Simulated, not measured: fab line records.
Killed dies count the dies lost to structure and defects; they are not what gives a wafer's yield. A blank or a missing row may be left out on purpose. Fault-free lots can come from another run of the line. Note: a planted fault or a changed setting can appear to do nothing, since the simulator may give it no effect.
Matching of chambers || flow n5Finfet || 4 sister chambers for N5_DUMMY_GATE_ETCH_44 on rieSi-06
The step etches poly-Si in HBr/O2, stops on SiO2, target depth 127.5 nm. 18 wafers are shown with their chamber, then 9 later ones without.

== WAFERS PAIRED WITH THEIR CHAMBERS ==
{"wafer": "L081.1", "chamber": 3, "drypumpMotorCurrentA (A)": 5.6, "throttleValvePct (%)": 18.52, "oesProductAu (a.u.)": 0.736}
{"wafer": "L081.3", "chamber": 1, "drypumpMotorCurrentA (A)": 5.6, "throttleValvePct (%)": 18.31, "oesProductAu (a.u.)": 0.730}
{"wafer": "L081.4", "chamber": 2, "drypumpMotorCurrentA (A)": 5.3, "throttleValvePct (%)": 18.49, "oesProductAu (a.u.)": 0.716}
{"wafer": "L083.1", "chamber": 1, "drypumpMotorCurrentA (A)": 5.5, "throttleValvePct (%)": 18.29, "oesProductAu (a.u.)": 0.747}
{"wafer": "L083.5", "chamber": 0, "drypumpMotorCurrentA (A)": 5.9, "throttleValvePct (%)": 18.33, "oesProductAu (a.u.)": 0.738}
{"wafer": "L083.6", "chamber": 3, "drypumpMotorCurrentA (A)": 5.6, "throttleValvePct (%)": 18.50, "oesProductAu (a.u.)": 0.739}
{"wafer": "L084.3", "chamber": 1, "drypumpMotorCurrentA (A)": 5.6, "throttleValvePct (%)": 18.28, "oesProductAu (a.u.)": 0.731}
{"wafer": "L084.5", "chamber": 3, "drypumpMotorCurrentA (A)": 5.7, "throttleValvePct (%)": 18.53, "oesProductAu (a.u.)": 0.734}
{"wafer": "L084.6", "chamber": 2, "drypumpMotorCurrentA (A)": 5.3, "throttleValvePct (%)": 18.45, "oesProductAu (a.u.)": 0.702}
{"wafer": "L087.3", "chamber": 3, "drypumpMotorCurrentA (A)": 5.7, "throttleValvePct (%)": 18.52, "oesProductAu (a.u.)": 0.749}
{"wafer": "L087.4", "chamber": 2, "drypumpMotorCurrentA (A)": 5.3, "throttleValvePct (%)": 18.46, "oesProductAu (a.u.)": 0.705}
{"wafer": "L087.6", "chamber": 3, "drypumpMotorCurrentA (A)": 5.7, "throttleValvePct (%)": 18.50, "oesProductAu (a.u.)": 0.735}
{"wafer": "L088.3", "chamber": 1, "drypumpMotorCurrentA (A)": 5.6, "throttleValvePct (%)": 18.30, "oesProductAu (a.u.)": 0.741}
{"wafer": "L088.5", "chamber": 1, "drypumpMotorCurrentA (A)": 5.6, "throttleValvePct (%)": 18.30, "oesProductAu (a.u.)": 0.739}
{"wafer": "L088.6", "chamber": 0, "drypumpMotorCurrentA (A)": 5.9, "throttleValvePct (%)": 18.34, "oesProductAu (a.u.)": 0.733}
{"wafer": "L091.1", "chamber": 1, "drypumpMotorCurrentA (A)": 5.6, "throttleValvePct (%)": 18.30, "oesProductAu (a.u.)": 0.741}
{"wafer": "L091.3", "chamber": 3, "drypumpMotorCurrentA (A)": 5.6, "throttleValvePct (%)": 18.51, "oesProductAu (a.u.)": 0.733}
{"wafer": "L091.4", "chamber": 0, "drypumpMotorCurrentA (A)": 5.9, "throttleValvePct (%)": 18.34, "oesProductAu (a.u.)": 0.724}

SIGNATURES (averages over the wafers above)
{"reading": "drypumpMotorCurrentA", "chamber 0": 5.900, "chamber 1": 5.583, "chamber 2": 5.300, "chamber 3": 5.650, "scatter within a chamber": 0.0408}
{"reading": "throttleValvePct", "chamber 0": 18.3367, "chamber 1": 18.2967, "chamber 2": 18.4667, "chamber 3": 18.5133, "scatter within a chamber": 0.0125}
{"reading": "oesProductAu", "chamber 0": 0.73167, "chamber 1": 0.73817, "chamber 2": 0.70767, "chamber 3": 0.73767, "scatter within a chamber": 0.00653}
Rule: a wafer lies at a distance from a chamber equal to the root of the sum of squares, over the readings, of (its reading less the chamber's mean, divided by the reading's scatter). If the next closest chamber is less than 2 further off than the closest, the wafer can't be placed; otherwise it belongs to the closest. The scatter: take each reading less its chamber's mean, square it, sum over the shown wafers, divide by the number of wafers less the number of chambers, and take the root.

== WAFERS WHOSE CHAMBER IS MISSING ==
{"wafer": "L092.2", "drypumpMotorCurrentA (A)": 5.3, "throttleValvePct (%)": 18.46, "oesProductAu (a.u.)": 0.720}
{"wafer": "L092.3", "drypumpMotorCurrentA (A)": 5.6, "throttleValvePct (%)": 18.51, "oesProductAu (a.u.)": 0.732}
{"wafer": "L092.4", "drypumpMotorCurrentA (A)": 5.6, "throttleValvePct (%)": 18.30, "oesProductAu (a.u.)": 0.735}
{"wafer": "L094.1", "drypumpMotorCurrentA (A)": 5.7, "throttleValvePct (%)": 18.51, "oesProductAu (a.u.)": 0.736}
{"wafer": "L094.2", "drypumpMotorCurrentA (A)": 5.3, "throttleValvePct (%)": 18.47, "oesProductAu (a.u.)": 0.712}
{"wafer": "L094.6", "drypumpMotorCurrentA (A)": 5.5, "throttleValvePct (%)": 18.30, "oesProductAu (a.u.)": 0.740}
{"wafer": "L097.1", "drypumpMotorCurrentA (A)": 5.7, "throttleValvePct (%)": 18.52, "oesProductAu (a.u.)": 0.738}
{"wafer": "L097.2", "drypumpMotorCurrentA (A)": 5.3, "throttleValvePct (%)": 18.46, "oesProductAu (a.u.)": 0.724}
{"wafer": "L097.6", "drypumpMotorCurrentA (A)": 5.3, "throttleValvePct (%)": 18.47, "oesProductAu (a.u.)": 0.717}

== CHAMBER TAKEN BY EACH ==
{"wafer": "L092.2", "from the rows above": 2, "in truth": 2}
{"wafer": "L092.3", "from the rows above": 3, "in truth": 3}
{"wafer": "L092.4", "from the rows above": 1, "in truth": 1}
{"wafer": "L094.1", "from the rows above": 3, "in truth": 3}
{"wafer": "L094.2", "from the rows above": 2, "in truth": 2}
{"wafer": "L094.6", "from the rows above": 1, "in truth": 1}
{"wafer": "L097.1", "from the rows above": 3, "in truth": 3}
{"wafer": "L097.2", "from the rows above": 2, "in truth": 2}
{"wafer": "L097.6", "from the rows above": 2, "in truth": 2}
Placed correctly: 9 of 9. From these rows, 0 cannot be placed. Wrongly placed: 0.
